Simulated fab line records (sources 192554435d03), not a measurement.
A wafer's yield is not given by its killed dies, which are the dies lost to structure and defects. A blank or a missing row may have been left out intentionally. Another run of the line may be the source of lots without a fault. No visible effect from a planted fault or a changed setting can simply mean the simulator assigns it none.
fab line records	flow n5Finfet
record: lots: 7	wafers: 21
route steps=1938 shown BEOL_M4@1040 BEOL_M5@1116 BEOL_M6@1233
startH: start of the lot's first displayed wafer, in hours after the record's first day	waitH: hours from the lot's prior step to this one	" the same as in the row above	L1.1+2: a single row standing in for several wafers	- no value, or no start given	* or withheld: withheld	< > ~ a bound
route shown NAME@n: names a module that has steps shown in the file, with the first one's number in the route	usual: mean/standard deviation taken from wafers without a fault	same: alike in all rows	chamber/n: place in a boat	sites: the reading at each site	_std_site: the values' standard deviation	_edge_site: the outer-site mean with the inner-site mean subtracted	radiusMm: for every site, how far away it sits from the centre of the wafer	mask NAME#n: copy n	behind: the most recent tool/chamber to have shaped the wafer	hold: cause of the lot's hold/its duration in hours/its outcome	device: transistor that didn't switch, given as n, p or np	end of line: at the end of the route, the tests of the same wafers	a step with no rows: only its recipe	killed: at the first sort, the dies lost to defects and structure; wafer yield is something else	map: dies across one wafer; x = killed, . = not, _ = none there
set.NAME: the setting that was run; set.NAME@STEP: the one run at that earlier step	model.NAME: the simulator's own value behind a step, which no gauge read
lots whose settings were changed on purpose; a table a step, a row a wafer
== steps ==
step: N5_BEOL_M4_ETCH_64
recipe: chemistry: N2/H2	target: SOC	targetDepthA: 750	overetchA: 225	maskMaterial: SiARC	tempC: 40	timeS: 121.9	ionEnergyEv: 200	pressureMtorr: 30	sourceW: 840	biasW: 150	n2FlowSccm: 200	h2FlowSccm: 200
usual: rfVppV: 524.1/2.8
lot.wafer	tool	chamber	startH	waitH	set.biasW	rfVppV	model.SiARC_of_BEOL_M4_COAT_62.thkNm
L076.1	rieDiel-04	2	172.24	0.0	150	519.6	6.2
L076.4	"	3	"	"	150	525.3	6.2
L076.6	"	0	"	"	150	527.4	6.6
L079.2	rieDiel-04	2	194.72	0.0	150	519.4	6
L079.3	"	1	"	"	150	524.4	6.2
L079.6	"	0	"	"	150	525.0	6.4
L081.3	rieDiel-04	0	204.58	0.0	126.6	472.6	7.6
L081.4	"	3	"	"	150	526.2	6
L081.5	"	2	"	"	150	519.9	6
L083.1	rieDiel-03	1	209.98	0.0	150	524.2	6.2
L083.3	"	0	"	"	132.2	485.9	7.2
L083.6	"	0	"	"	150	526.0	6.4
L086.1	rieDiel-05	1	235.78	0.0	150	519.1	6.4
L086.2	"	3	"	"	150	522.3	6.2
L086.3	"	0	"	"	150	527.9	6.2
L088.4	rieDiel-04	1	243.52	0.1	150	525.3	6
L088.5	"	2	"	"	150	521.1	6.2
L088.6	"	0	"	"	150	526.0	6.2
L089.1	rieDiel-03	2	254.73	0.0	150	527.2	6.6
L089.2	"	0	"	"	150	524.4	6.4
L089.6	"	2	"	"	150	527.3	6.6
step: N5_BEOL_M4_COAT_67
recipe: resist: SOC	tempC: 250	timeS: 60	spinRpm: 1500	resistThkNm: 60
lot.wafer	tool	chamber	startH	waitH	set.spinRpm	model.SOC_of_BEOL_M4_COAT_67.thkNm
L076.1	lithoTrack-03	0	172.68	0.0	1417	62.2
L076.4	"	0	"	"	1417	62
L076.6	"	0	"	"	1500	60.4
L079.2	lithoTrack-04	0	195.20	0.0	1500	60.2
L079.3	"	0	"	"	1500	60
L079.6	"	0	"	"	1409	61.8
L081.3+5	lithoTrack-03	0	204.97	0.0	1500	60
L081.4	"	0	"	"	1660	57
L083.1	lithoTrack-03	0	210.39	0.0	1500	59.8
L083.3	"	0	"	"	1500	60
L083.6	"	0	"	"	1350	63
L086.1	lithoTrack-03	0	236.23	0.0	1500	60.2
L086.2+3	"	0	"	"	1665	57.2
L088.4	lithoTrack-05	0	244.02	0.0	1500	59.8
L088.5+6	"	0	"	"	1500	59.6
L089.1+6	lithoTrack-04	0	255.12	0.0	1500	59.8
L089.2	"	0	"	"	1578	58.4
step: N5_BEOL_M4_ALD_98
recipe: material: SiO2	targetThkA: 25	tempC: 100	aldPrecursorFamily: BDEAS	aldCoReactant: O2-plasma	pulseTimeS: 1	coReactantPulseTimeS: 1	purgeTimeS: 2	coReactantPurgeTimeS: 2	aldCycles: 17	pressureTorr: 2
lot.wafer	tool	chamber	startH	waitH	set.aldCycles	model.SiO2_of_BEOL_M4_ALD_98.thkNm
L076.1+6	aldSin-03	3	173.34	0.1	17	2.6
L076.4	"	0	"	"	17	2.4
L079.2+6	aldSin-01	3,0	195.74	0.1	17	2.6
L079.3	"	1	"	"	15	2.2
L081.3	aldSin-01	2	205.65	0.1	19	2.8
L081.4+5	"	0	"	"	17	2.6
L083.1+3+6	aldSin-02	2,1,2	210.93	0.1	17	2.6
L086.1+3	aldSin-02	1,0	236.77	0.1	14	2
L086.2	"	2	"	"	17	2.6
L088.4+5+6	aldSin-01	1,3,0	244.69	0.1	17	2.6
L089.1	aldSin-03	0	255.88	0.3	17	2.4
L089.2+6	"	3	"	"	17	2.6
step: N5_BEOL_M4_ETCH_70
recipe: chemistry: N2/H2	target: SOC	targetDepthA: 800	overetchA: 240	maskMaterial: SiARC	tempC: 40	timeS: 130	ionEnergyEv: 200	pressureMtorr: 30	sourceW: 840	biasW: 150	n2FlowSccm: 200	h2FlowSccm: 200
lot.wafer	tool	chamber	startH	waitH	set.h2FlowSccm	set.spinRpm@BEOL_M4_COAT_67	model.etch.depthNm
L076.1	rieDiel-03	2	176.29	0.0	200	1417	62.1
L076.4	"	3	"	"	200	1417	61.96
L076.6	"	0	"	"	200	1500	60.3
L079.2	rieDiel-04	0	196.97	0.0	200	1500	60.13
L079.3	"	1	"	"	200	1500	60.04
L079.6	"	2	"	"	200	1409	61.82
L081.3	rieDiel-03	2	207.23	0.0	189.4	1500	59.92
L081.4	"	1	"	"	200	1660	56.96
L081.5	"	2	"	"	189.4	1500	60.03
L083.1	rieDiel-05	2	215.42	0.0	208.5	1500	59.78
L083.3	"	3	"	"	200	1500	59.98
L083.6	"	2	"	"	200	1350	62.91
L086.1	rieDiel-04	2	239.27	0.0	200	1500	60.16
L086.2	"	0	"	"	200	1665	57.1
L086.3	"	1	"	"	204.3	1665	57.23
L088.4	rieDiel-04	0	248.21	0.0	200	1500	59.85
L088.5	"	1	"	"	200	1500	59.61
L088.6	"	2	"	"	200	1500	59.7
L089.1	rieDiel-05	2	257.99	0.0	200	1500	59.73
L089.2	"	0	"	"	200	1578	58.32
L089.6	"	1	"	"	210.1	1500	59.8
step: N5_BEOL_M5_HM_DEP_02
recipe: material: TiN	targetThkA: 200	tempC: 25	chamberPressurePa: 0.49996
lot.wafer	tool	chamber	startH	waitH	set.targetThkA	model.TiN_of_BEOL_M5_HM_DEP_02.thkNm
L076.1+4	pvdSputter-03	-	183.64	1.5	189.8	18.8
L076.6	"	-	"	"	200	19.8
L079.2	pvdSputter-03	-	203.65	0.1	200	19.8
L079.3	"	-	"	"	200	20
L079.6	"	-	"	"	200	20.2
L081.3+4	pvdSputter-02	-	215.80	2.3	211.1	21.4
L081.5	"	-	"	"	211.1	22
L083.1+6	pvdSputter-02	-	222.07	0.6	200	20.4
L083.3	"	-	"	"	189.2	19.8
L086.1	pvdSputter-02	-	246.63	1.6	200	20.2
L086.2	"	-	"	"	200	19.8
L086.3	"	-	"	"	200	19.6
L088.4	pvdSputter-03	-	254.62	0.4	200	20
L088.5+6	"	-	"	"	200	20.2
L089.1	pvdSputter-02	-	268.68	2.1	200	20.4
L089.2	"	-	"	"	200	20.2
L089.6	"	-	"	"	176.2	18
step: N5_BEOL_M5_COAT_60
recipe: resist: SiARC	tempC: 220	timeS: 60	spinRpm: 1500	resistThkNm: 12
lot.wafer	tool	chamber	startH	waitH	set.spinRpm
L076.1	lithoTrack-05	0	-	-	1599
L076.4+6	"	0	"	"	1500
L079.2	lithoTrack-01	0	-	-	1641
L079.3+6	"	0	"	"	1500
L081.3+4+5	lithoTrack-02	0	-	-	1500
L083.1+3+6	lithoTrack-02	0	-	-	1500
L086.1+2	lithoTrack-02	0	-	-	1500
L086.3	"	0	"	"	1600
L088.4+5+6	lithoTrack-01	0	-	-	1500
L089.1+2+6	lithoTrack-01	0	-	-	1500
step: N5_BEOL_M5_COAT_71
recipe: resist: underlayer	tempC: 205	timeS: 60	spinRpm: 1500	resistThkNm: 5
step: N5_BEOL_M5_COAT_05
recipe: resist: CAR-EUV	spinRpm: 1500	resistThkNm: 30
step: N5_BEOL_M5_DESCUM_16
recipe: chemistry: O2	timeS: 7	sourcePowerW: 50	biasPowerW: 20	pressureMtorr: 20	rfFrequencyHz: 2.712e+07	tempC: 40	resist: CAR-EUV	o2FlowSccm: 225
step: N5_BEOL_M5_ETCH_72
recipe: chemistry: N2/H2	target: underlayer	targetDepthA: 65	maskMaterial: CAR-EUV	timeS: 5.2	ionEnergyEv: 200	pressureMtorr: 30	sourceW: 840	biasW: 150	n2FlowSccm: 200	h2FlowSccm: 200	ends: cleared
step: N5_BEOL_M5_ETCH_61
recipe: chemistry: CF4	target: SiARC	targetDepthA: 156	maskMaterial: CAR-EUV	timeS: 26	ionEnergyEv: 80	pressureMtorr: 40	sourceW: 545	biasW: 36	Ar_flow_sccm: 100	cf4FlowSccm: 100	ends: cleared
lot.wafer	tool	chamber	startH	waitH	set.spinRpm@BEOL_M5_COAT_60	model.etch.depthNm
L076.1	rieDiel-01	2	185.25	0.0	1599	11.57
L076.4	"	1	"	"	1500	11.99
L076.6	"	2	"	"	1500	11.98
L079.2	rieDiel-01	0	204.35	0.0	1641	11.51
L079.3+6	"	2,0	"	"	1500	12.02
L081.3	rieDiel-06	3	216.50	0.0	1500	11.99
L081.4	"	2	"	"	1500	11.98
L081.5	"	0	"	"	1500	12.04
L083.1	rieDiel-01	1	222.77	0.0	1500	12.03
L083.3+6	"	3,2	"	"	1500	12.01
L086.1	rieDiel-06	1	247.30	0.0	1500	11.96
L086.2	"	3	"	"	1500	11.97
L086.3	"	0	"	"	1600	11.6
L088.4+6	rieDiel-01	3	255.18	0.0	1500	12.01
L088.5	"	2	"	"	1500	12.02
L089.1	rieDiel-01	0	269.39	0.0	1500	11.99
L089.2	"	2	"	"	1500	12
L089.6	"	0	"	"	1500	12.01
step: N5_BEOL_M5_ETCH_62
recipe: chemistry: N2/H2	target: SOC	targetDepthA: 750	overetchA: 150	maskMaterial: SiARC	tempC: 40	timeS: 112.5	ionEnergyEv: 200	pressureMtorr: 30	sourceW: 840	biasW: 150	n2FlowSccm: 200	h2FlowSccm: 200
lot.wafer	tool	chamber	startH	waitH	set.spinRpm@BEOL_M5_COAT_60	model.SiARC_of_BEOL_M5_COAT_60.thkNm
L076.1	rieDiel-01	2	185.28	0.0	1599	6.4
L076.4+6	"	1,2	"	"	1500	6.8
L079.2	rieDiel-01	0	204.38	0.0	1641	6.2
L079.3	"	2	"	"	1500	6.8
L079.6	"	0	"	"	1500	6.6
L081.3	rieDiel-06	3	216.53	0.0	1500	6.6
L081.4+5	"	2,0	"	"	1500	6.8
L083.1+6	rieDiel-01	1,2	222.80	0.0	1500	6.8
L083.3	"	3	"	"	1500	7
L086.1+2	rieDiel-06	1,3	247.33	0.0	1500	6.6
L086.3	"	0	"	"	1600	6.2
L088.4+5+6	rieDiel-01	3,2,3	255.21	0.0	1500	6.8
L089.1+2	rieDiel-01	0,2	269.42	0.0	1500	6.8
L089.6	"	0	"	"	1500	6.6
step: N5_BEOL_M5_STRIP_63
recipe: chemistry: N2/H2	tempC: 40	n2FlowSccm: 200	h2FlowSccm: 200	rfFrequencyHz: 6e+07
step: N5_BEOL_M5_STRIP_73
recipe: chemistry: N2/H2	tempC: 40	n2FlowSccm: 200	h2FlowSccm: 200	rfFrequencyHz: 6e+07
step: N5_BEOL_M5_STRIP_64
recipe: chemistry: CF4	resist: SiARC	powerW: 300	biasPowerW: 75	pressureMtorr: 50	cf4FlowSccm: 150	rfFrequencyHz: 6e+07
step: N5_BEOL_M5_HM_OPEN_17
recipe: chemistry: Cl2/BCl3	targetDepthA: 200	overetchA: 60	target: TiN	maskMaterial: SOC	ionEnergyEv: 150	pressureMtorr: 10	icpW: 1000	biasW: 126	Cl2_flow_sccm: 53.25	bcl3FlowSccm: 21.75	Ar_flow_sccm: 25
lot.wafer	tool	chamber	startH	waitH	set.targetThkA@BEOL_M5_HM_DEP_02	model.etch.depthNm
L076.1	rieMetal-02	1	185.45	0.0	189.8	18.8
L076.4	"	0	"	"	189.8	18.87
L076.6	"	1	"	"	200	19.78
L079.2	rieMetal-01	0	204.58	0.1	200	19.89
L079.3	"	0	"	"	200	20.07
L079.6	"	0	"	"	200	20.11
L081.3	rieMetal-02	0	216.76	0.1	211.1	21.37
L081.4	"	0	"	"	211.1	21.44
L081.5	"	0	"	"	211.1	21.95
L083.1	rieMetal-01	1	222.96	0.0	200	20.33
L083.3	"	0	"	"	189.2	19.77
L083.6	"	0	"	"	200	20.49
L086.1	rieMetal-01	0	247.50	0.0	200	20.13
L086.2	"	1	"	"	200	19.76
L086.3	"	0	"	"	200	19.53
L088.4	rieMetal-01	1	255.41	0.1	200	20.07
L088.5	"	1	"	"	200	20.24
L088.6	"	0	"	"	200	20.23
L089.1	rieMetal-03	1	269.58	0.0	200	20.45
L089.2	"	1	"	"	200	20.16
L089.6	"	1	"	"	176.2	18.09
step: N5_BEOL_M6_ETCH_66
recipe: chemistry: N2/H2	target: SOC	targetDepthA: 800	overetchA: 160	maskMaterial: SiARC	tempC: 40	timeS: 120	ionEnergyEv: 200	pressureMtorr: 30	sourceW: 840	biasW: 150	n2FlowSccm: 200	h2FlowSccm: 200
usual: rfVppV: 524.1/2.5
lot.wafer	tool	chamber	startH	waitH	set.biasW	rfVppV
L076.1	rieDiel-03	2	201.53	0.0	150	520.5
L076.4	"	1	"	"	150	525.5
L076.6	"	0	"	"	150	524.6
L079.2	rieDiel-03	0	219.06	0.0	150	526.4
L079.3	"	2	"	"	157.2	536.1
L079.6	"	1	"	"	157.2	540.8
L081.3	rieDiel-03	0	230.88	0.0	164.2	556.4
L081.4	"	3	"	"	164.2	553.1
L081.5	"	0	"	"	150	525.6
L083.1	rieDiel-05	2	235.21	0.0	150	527.7
L083.3	"	1	"	"	150	519.4
L083.6	"	3	"	"	150	522.6
L086.1	rieDiel-04	3	261.45	0.0	142.7	509.2
L086.2	"	1	"	"	142.7	507.8
L086.3	"	0	"	"	142.7	508.7
L088.4	rieDiel-05	0	268.27	0.0	150	527.6
L088.5	"	0	"	"	150	526.2
L088.6	"	1	"	"	150	518.7
L089.1	rieDiel-05	1	284.30	0.0	139.1	495.2
L089.2	"	2	"	"	150	528.5
L089.6	"	1	"	"	139.1	496.1
step: N5_BEOL_M6_TRENCH_ETCH_37
recipe: chemistry: C4F6/O2	targetDepthA: 944.35	target: SiCOH_lowk	timeS: 31.5	ionEnergyEv: 250	pressureMtorr: 30	sourceW: 345	biasW: 185	Ar_flow_sccm: 300	C4F6_flow_sccm: 10	O2_flow_sccm: 10
lot.wafer	tool	chamber	startH	waitH	set.timeS	model.etch.depthNm	model.BEOL_M6.featureDepthNm
L076.1	rieDiel-03	2	-	-	31.5	90.58	90.6
L076.4	"	1	"	"	31.5	94.15	94.2
L076.6	"	0	"	"	31.5	91.52	91.6
L079.2	rieDiel-03	0	-	-	31.5	92.01	92
L079.3	"	2	"	"	31.5	91.3	91.4
L079.6	"	1	"	"	31.5	95.08	95
L081.3	rieDiel-03	0	-	-	27.17	79.52	79.6
L081.4	"	3	"	"	31.5	93.94	94
L081.5	"	0	"	"	31.5	92.44	92.4
L083.1	rieDiel-05	2	-	-	34.59	104.3	104.2
L083.3	"	1	"	"	34.59	101.9	102
L083.6	"	3	"	"	31.5	94.76	94.8
L086.1	rieDiel-04	3	-	-	31.5	96.41	96.4
L086.2	"	1	"	"	35.91	109.9	109.8
L086.3	"	0	"	"	31.5	97.58	97.6
L088.4	rieDiel-05	0	-	-	31.5	93.56	93.6
L088.5	"	0	"	"	31.5	93.46	93.4
L088.6	"	1	"	"	31.5	91.81	91.8
L089.1	rieDiel-05	1	-	-	31.5	92.93	93
L089.2	"	2	"	"	26.33	78.71	78.8
L089.6	"	1	"	"	26.33	77.79	77.8
step: N5_BEOL_M6_ETCH_41
recipe: chemistry: CH3F/O2	target: SiCN	targetDepthA: 297	taperDeg: 2	timeS: 52	ionEnergyEv: 120	maskMaterial: TiN	pressureMtorr: 30	sourceW: 395	biasW: 75	Ar_flow_sccm: 150	CH3F_flow_sccm: 30	O2_flow_sccm: 20
step: N5_BEOL_M6_STRIP_80
recipe: chemistry: N2/H2	timeS: 10	powerW: 450	tempC: 40	pressureMtorr: 20	rfFrequencyHz: 6e+07	biasPowerW: 7	n2FlowSccm: 200	h2FlowSccm: 200
step: N5_BEOL_M6_OCD_MEAS_38
usual: trenchDepthNm: 94.4/1.8
lot.wafer	tool	chamber	startH	waitH	set.timeS@BEOL_M6_TRENCH_ETCH_37	trenchDepthNm
L076.1	ocd-02	-	201.87	-	31.5	90.7
L076.4	"	-	"	"	31.5	94.1
L076.6	"	-	"	"	31.5	91.7
L079.2	ocd-01	-	219.40	-	31.5	92.5
L079.3	"	-	"	"	31.5	91.3
L079.6	"	-	"	"	31.5	95.3
L081.3	ocd-02	-	231.23	-	27.17	79.1
L081.4	"	-	"	"	31.5	93.8
L081.5	"	-	"	"	31.5	92.5
L083.1	ocd-02	-	235.56	-	34.59	104.7
L083.3	"	-	"	"	34.59	101.5
L083.6	"	-	"	"	31.5	94.8
L086.1	ocd-02	-	261.79	-	31.5	96.1
L086.2	"	-	"	"	35.91	109.5
L086.3	"	-	"	"	31.5	97.3
L088.4	ocd-02	-	268.62	-	31.5	93.8
L088.5	"	-	"	"	31.5	93.2
L088.6	"	-	"	"	31.5	91.3
L089.1	ocd-01	-	284.65	-	31.5	92.5
L089.2	"	-	"	"	26.33	79.1
L089.6	"	-	"	"	26.33	77.5
== key ==
split: step: N5_BEOL_M4_ETCH_64	setting: biasW	stated: 150	by: wafer
response: step: N5_BEOL_M4_ETCH_64	reading: rfVppV	change: +3.26	per: 1%	r: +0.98
response: step: N5_BEOL_M4_ETCH_64	reading: model.SiARC_of_BEOL_M4_COAT_62.thkNm	change: -0.0928	per: 1%	r: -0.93
split: step: N5_BEOL_M4_COAT_67	setting: spinRpm	stated: 1500	by: wafer
response: step: N5_BEOL_M4_COAT_67	reading: model.SOC_of_BEOL_M4_COAT_67.thkNm	change: -0.287	per: 1%	r: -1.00
response: step: N5_BEOL_M4_ETCH_70	reading: model.etch.depthNm	change: -0.287	per: 1%	r: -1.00
split: step: N5_BEOL_M4_ALD_98	setting: aldCycles	stated: 17	by: wafer
response: step: N5_BEOL_M4_ALD_98	reading: model.SiO2_of_BEOL_M4_ALD_98.thkNm	change: +0.03	per: 1%	r: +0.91
split: step: N5_BEOL_M4_ETCH_70	setting: h2FlowSccm	stated: 200	by: wafer
response none clear
split: step: N5_BEOL_M5_HM_DEP_02	setting: targetThkA	stated: 200	by: wafer
response: step: N5_BEOL_M5_HM_DEP_02	reading: model.TiN_of_BEOL_M5_HM_DEP_02.thkNm	change: +0.181	per: 1%	r: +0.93
response: step: N5_BEOL_M5_HM_OPEN_17	reading: model.etch.depthNm	change: +0.176	per: 1%	r: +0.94
split: step: N5_BEOL_M5_COAT_60	setting: spinRpm	stated: 1500	by: wafer
response: step: N5_BEOL_M5_ETCH_61	reading: model.etch.depthNm	change: -0.0562	per: 1%	r: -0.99
response: step: N5_BEOL_M5_ETCH_62	reading: model.SiARC_of_BEOL_M5_COAT_60.thkNm	change: -0.0567	per: 1%	r: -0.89
split: step: N5_BEOL_M6_ETCH_66	setting: biasW	stated: 150	by: wafer
response: step: N5_BEOL_M6_ETCH_66	reading: rfVppV	change: +3.46	per: 1%	r: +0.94
split: step: N5_BEOL_M6_TRENCH_ETCH_37	setting: timeS	stated: 31.5	by: wafer
response: step: N5_BEOL_M6_TRENCH_ETCH_37	reading: model.etch.depthNm	change: +0.921	per: 1%	r: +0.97
response: step: N5_BEOL_M6_TRENCH_ETCH_37	reading: model.BEOL_M6.featureDepthNm	change: +0.918	per: 1%	r: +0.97
response: step: N5_BEOL_M6_OCD_MEAS_38	reading: trenchDepthNm	change: +0.915	per: 1%	r: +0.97
